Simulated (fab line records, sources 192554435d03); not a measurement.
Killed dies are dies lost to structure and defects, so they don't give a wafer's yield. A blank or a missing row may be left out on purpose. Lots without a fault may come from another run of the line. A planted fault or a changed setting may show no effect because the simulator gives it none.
Problem report in the 8D (eight disciplines) form, filled by code | flow n5_finfet | the parts of the form that need people (team, actions taken, sign-off) are left out

1. THE PROBLEM
spin_speed_rpm at N5_BEOL_M5_COAT_59 reads a mean of 1010.1 rpm on 6 wafers of 2 lots; wafers without a fault read 1500.1 rpm with a standard deviation of 1.1. That is -99 or more standard deviations from the usual mean.
The step: time 60 s, resist thk 60 nm.
First seen on wafer L571.1, day 12 11:20, on litho_track-03. The record holds 12 wafers of 4 lots with a number at this step. Rule for "out", or "out of limits": more than 4 standard deviations from the usual mean. The other wafers with a number count as sound.

2. WHAT IT IS AND WHAT IT IS NOT
question                    | is                     | is not
which readings at this step | spin_speed_rpm         | -
which lots                  | L571, L572             | L568, L580
which wafers of those lots  | all that have a number | -
read on which tools         | litho_track-03         | litho_track-05
when                        | from day 12 11:20      | up to then (3 sound wafers); but 3 sound wafers of L580 came after

3. SUSPECTS, AND WHAT RULES EACH OUT
Counting: a tool at a process step up to the reading stays a suspect if it ran every lot that is out and no sound lot after the first of them.
- litho_track-03 at N5_BEOL_M5_COAT_59 (time 60 s, resist thk 60 nm): kept. It ran every lot that is out, first L571 (day 12 11:20), and no sound lot after that; its last sound lot up to then is L568 (day 11 11:55). Its own readings are out on those wafers: spin_speed_rpm.
Left after counting: litho_track-03 at N5_BEOL_M5_COAT_59.

4. THE CAUSE (what the simulator had put in)
Process parameter drift: litho_track-03, from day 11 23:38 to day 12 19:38, at N5_BEOL_M5_COAT_59. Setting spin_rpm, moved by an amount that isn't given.
Counting left only this tool.

5. THE CHAIN OF EFFECTS, in route order
Each row: a reading whose mean over the struck wafers that have a number lies more than 3 standard deviations from the usual. Only readings for which the record gives a usual standard deviation are gone through. hours: the time from each lot's start at the first step in this table that gives one to its start at this step, as a median over the lots. sigmas: the change in usual standard deviations.
hours | step               | reading        | usual      | on struck wafers | change | sigmas
0     | N5_BEOL_M5_COAT_59 | spin_speed_rpm | 1500.1 rpm | 1010.1           | -489.9 | -99 or more
The process steps in it:
- N5_BEOL_M5_COAT_59: time 60 s, resist thk 60 nm.

6. WHAT WOULD HAVE CAUGHT IT SOONER
In this record the first reading out of limits was taken at day 12 11:20, 12 hours after the fault began at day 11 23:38.
